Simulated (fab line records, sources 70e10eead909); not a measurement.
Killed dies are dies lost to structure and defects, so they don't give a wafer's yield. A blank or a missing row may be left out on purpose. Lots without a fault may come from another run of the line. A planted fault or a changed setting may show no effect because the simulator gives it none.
Which tool did it? | flow nand_harc | 11 lots, 33 wafers sampled, at 7 steps of a route of 1302

WHAT THE GAUGES READ, wafer by wafer
NHARC_A_CHANNEL_HOLE_D1_INSPECT_12.
lot  | measured     | on                | raw_defect_count
L647 | day 7 16:14  | defect_inspect-01 | 5 9 7
L649 | day 8 13:39  | defect_inspect-01 | 9 2 5
L651 | day 9 02:58  | defect_inspect-01 | 3 4 5
L652 | day 9 20:20  | defect_inspect-01 | 6 9 2
L657 | day 11 09:50 | defect_inspect-02 | 1296 1313 1327
L658 | day 12 03:46 | defect_inspect-02 | 1334 1292 1336
L659 | day 12 03:01 | defect_inspect-01 | 4 8 5
L665 | day 15 04:37 | defect_inspect-02 | 1 4 5
L666 | day 15 04:50 | defect_inspect-01 | 3 5 5
L669 | day 16 14:49 | defect_inspect-01 | 6 4 2
L670 | day 16 19:27 | defect_inspect-01 | 2 8 4

NHARC_A_CHANNEL_HOLE_D1_INSPECT_40.
lot  | measured     | on                | raw_defect_count
L647 | day 8 04:34  | defect_inspect-01 | 29 31 52
L649 | day 8 20:37  | defect_inspect-01 | 35 46 34
L651 | day 9 09:53  | defect_inspect-01 | 81 37 74
L652 | day 10 05:14 | defect_inspect-01 | 71 43 52
L657 | day 12 00:47 | defect_inspect-01 | 1337 1333 1404
L658 | day 12 12:49 | defect_inspect-02 | 1356 1361 1389
L659 | day 12 11:13 | defect_inspect-02 | 89 82 83
L665 | day 15 11:43 | defect_inspect-02 | 93 99 108
L666 | day 15 11:47 | defect_inspect-01 | 65 61 43
L669 | day 16 21:59 | defect_inspect-02 | 59 45 65
L670 | day 17 06:19 | defect_inspect-02 | 57 62 62

NHARC_END_SORT_01.
lot  | measured     | on        | killed_at_array | killed_at_other | killed_at_periphery | killed_dies | killed_open | killed_short
L657 | day 32 01:29 | prober-02 | 139 153 157     | 0 0 0           | 0 5 3               | 139 158 160 | 2 5 4       | 4 4 1
L658 | day 32 15:30 | prober-01 | 145 141 160     | 0 0 0           | 5 3 2               | 150 144 162 | 5 1 1       | 4 0 3

WHICH TOOL RAN EACH LOT (tool, then ch and the chambers of the sampled wafers, then the start)
lot  | NHARC_A_ONON_D1_DEP_33          | NHARC_A_CHANNEL_HOLE_D1_DEP_00 | NHARC_A_CHANNEL_HOLE_D1_ETCH_23  | NHARC_A_CHANNEL_HOLE_D1_ETCH_24
L647 | pecvd-04 ch 0,2, day 7 11:01    | acl_dep-01 ch 0, day 7 14:05   | har_etch-01 ch 0,1, day 8 00:31  | har_etch-01 ch 0,1, day 8 01:14
L649 | pecvd-04 ch 0,1, day 8 04:34    | acl_dep-03 ch 0, day 8 10:50   | har_etch-01 ch 0,1, day 8 16:20  | har_etch-01 ch 0,1, day 8 17:02
L651 | pecvd-03 ch 0,1,2, day 8 23:34  | acl_dep-03 ch 0, day 9 00:08   | har_etch-01 ch 0,1, day 9 05:38  | har_etch-01 ch 0,1, day 9 06:19
L652 | pecvd-04 ch 1,2, day 9 14:34    | acl_dep-03 ch 0, day 9 17:41   | har_etch-01 ch 0,1, day 10 00:57 | har_etch-01 ch 0,1, day 10 01:38
L657 | pecvd-02 ch 0,1,2, day 11 04:14 | acl_dep-03 ch 0, day 11 07:14  | har_etch-01 ch 0,1, day 11 20:29 | har_etch-01 ch 0,1, day 11 21:10
L658 | pecvd-03 ch 1,2, day 11 23:26   | acl_dep-03 ch 0, day 12 01:17  | har_etch-01 ch 0,1, day 12 08:42 | har_etch-01 ch 0,1, day 12 09:24
L659 | pecvd-02 ch 0,2, day 11 23:28   | acl_dep-02 ch 0, day 12 00:15  | har_etch-02 ch 0,1, day 12 06:57 | har_etch-02 ch 0,1, day 12 07:38
L665 | pecvd-04 ch 1,2, day 15 01:26   | acl_dep-01 ch 0, day 15 01:58  | har_etch-02 ch 0,1, day 15 07:27 | har_etch-02 ch 0,1, day 15 08:08
L666 | pecvd-03 ch 0,2, day 15 01:31   | acl_dep-03 ch 0, day 15 02:17  | har_etch-01 ch 0,1, day 15 07:31 | har_etch-01 ch 0,1, day 15 08:11
L669 | pecvd-04 ch 0,2, day 16 10:53   | acl_dep-02 ch 0, day 16 12:11  | har_etch-01 ch 0,1, day 16 17:50 | har_etch-01 ch 0,1, day 16 18:32
L670 | pecvd-04 ch 0,1,2, day 16 15:30 | acl_dep-03 ch 0, day 16 16:40  | har_etch-01 ch 0, day 17 02:10   | har_etch-01 ch 0, day 17 02:53
- NHARC_A_ONON_D1_DEP_33: deposits SiO2, target thk 200 nm.
- NHARC_A_CHANNEL_HOLE_D1_DEP_00: deposits aC, target thk 3100 nm.
- NHARC_A_CHANNEL_HOLE_D1_ETCH_23: etches the open film in C4F8/O2/Ar, time 819 s, target depth 1600 nm.
- NHARC_A_CHANNEL_HOLE_D1_ETCH_24: etches the open film in C4F8/O2/Ar, time 906.2 s, target depth 1500 nm.

WHAT THE TOOLS THEMSELVES READ (means of the sampled wafers that have a number; where no wafer has one, the mark that the record gives instead)
NHARC_A_ONON_D1_DEP_33.
lot  | tool     | heater_power_outer_w (W) | heater_power_w (W) | throttle_valve_pct (%)
L647 | pecvd-04 | 342                      | 656                | 16.0
L649 | pecvd-04 | 274                      | 519                | 16.2
L651 | pecvd-03 | 256                      | 475                | 15.7
L652 | pecvd-04 | 378                      | 651                | 16.4
L657 | pecvd-02 | 400                      | 670                | 15.4
L658 | pecvd-03 | 281                      | 494                | 15.5
L659 | pecvd-02 | 411                      | 673                | 15.3
L665 | pecvd-04 | 389                      | 656                | 15.7
L666 | pecvd-03 | 190                      | 423                | 16.1
L669 | pecvd-04 | 297                      | 559                | 16.2
L670 | pecvd-04 | 325                      | 592                | 16.0

NHARC_A_CHANNEL_HOLE_D1_DEP_00.
lot  | tool       | throttle_valve_pct (%)
L647 | acl_dep-01 | 35.000
L649 | acl_dep-03 | 35.000
L651 | acl_dep-03 | 35.004
L652 | acl_dep-03 | 35.004
L657 | acl_dep-03 | 35.003
L658 | acl_dep-03 | 34.996
L659 | acl_dep-02 | 35.003
L665 | acl_dep-01 | 35.006
L666 | acl_dep-03 | 35.001
L669 | acl_dep-02 | 35.002
L670 | acl_dep-03 | 34.989

NHARC_A_CHANNEL_HOLE_D1_ETCH_23.
lot  | tool        | drypump_motor_current_A (A) | o2_flow_sccm (sccm) | oes_air_line_au (a.u.) | showerhead_plenum_p_Torr (Torr) | throttle_valve_pct (%)
L647 | har_etch-01 | 6.4                         | 35.65               | 0.989                  | 3.58                            | 32.149
L649 | har_etch-01 | 6.3                         | 35.65               | 1.024                  | 3.58                            | 32.155
L651 | har_etch-01 | 6.4                         | 35.78               | 1.023                  | 3.61                            | 32.159
L652 | har_etch-01 | 6.3                         | 35.67               | 0.993                  | 3.60                            | 32.153
L657 | har_etch-01 | 6.4                         | 35.65               | 0.997                  | 3.59                            | 32.147
L658 | har_etch-01 | 6.3                         | 35.80               | 0.986                  | 3.55                            | 32.150
L659 | har_etch-02 | 5.0                         | 35.64               | 0.967                  | 3.57                            | 32.148
L665 | har_etch-02 | 5.0                         | 35.78               | 1.021                  | 3.55                            | 32.155
L666 | har_etch-01 | 6.4                         | 35.71               | 0.996                  | 3.56                            | 32.150
L669 | har_etch-01 | 6.3                         | 35.77               | 1.019                  | 3.52                            | 32.152
L670 | har_etch-01 | 6.2                         | 35.80               | 1.035                  | 3.47                            | 32.160

NHARC_A_CHANNEL_HOLE_D1_ETCH_24.
lot  | tool        | drypump_motor_current_A (A) | o2_flow_sccm (sccm) | oes_air_line_au (a.u.) | showerhead_plenum_p_Torr (Torr) | throttle_valve_pct (%)
L647 | har_etch-01 | 6.3                         | 31.19               | 1.006                  | 3.58                            | 32.240
L649 | har_etch-01 | 6.3                         | 31.17               | 1.013                  | 3.57                            | 32.237
L651 | har_etch-01 | 6.4                         | 31.28               | 1.014                  | 3.60                            | 32.243
L652 | har_etch-01 | 6.4                         | 31.37               | 0.985                  | 3.60                            | 32.238
L657 | har_etch-01 | 6.4                         | 31.16               | 0.987                  | 3.59                            | 32.238
L658 | har_etch-01 | 6.3                         | 31.24               | 1.007                  | 3.55                            | 32.234
L659 | har_etch-02 | 5.0                         | 31.22               | 1.003                  | 3.57                            | 32.242
L665 | har_etch-02 | 5.0                         | 31.23               | 0.976                  | 3.55                            | 32.241
L666 | har_etch-01 | 6.4                         | 31.08               | 0.965                  | 3.56                            | 32.239
L669 | har_etch-01 | 6.3                         | 31.18               | 1.007                  | 3.51                            | 32.236
L670 | har_etch-01 | 6.3                         | 31.19               | 0.994                  | 3.47                            | 32.233

THE ANSWER, worked out from the rows above alone
Rule: what is usual is taken from the lots themselves. Put in order of their means at a reading, lots are off if they are a third of the lots or fewer, leave a main group of 4 or more, and stand apart from it by a gap of 3 or more times the standard deviation of the main group's means; of several such gaps the widest counts. A main group whose means are all the same, to the digits that the tables above print for the reading, isn't used. A lot without any number at a reading at which 4 lots or more have one is off too. The other lots that the step has rows for count as sound. The gauges are gone through in route order, then the tools' own readings, and for those a lot's mean is taken as printed above. The first step at which some lot is off is used, and at that step the reading that is off furthest; a lot without a number counts as furthest.
Off: L657, L658, at NHARC_A_CHANNEL_HOLE_D1_INSPECT_12 (raw_defect_count). The main group: mean 4.9, standard deviation 1.1.
A tool fits if, at a process step before that reading, it ran every lot that is off, and no sound lot after the first of them. The gauges at NHARC_A_CHANNEL_HOLE_D1_INSPECT_12 are tried like those tools. None of those tried fits.

WHAT THE SIMULATOR HAD PUT IN
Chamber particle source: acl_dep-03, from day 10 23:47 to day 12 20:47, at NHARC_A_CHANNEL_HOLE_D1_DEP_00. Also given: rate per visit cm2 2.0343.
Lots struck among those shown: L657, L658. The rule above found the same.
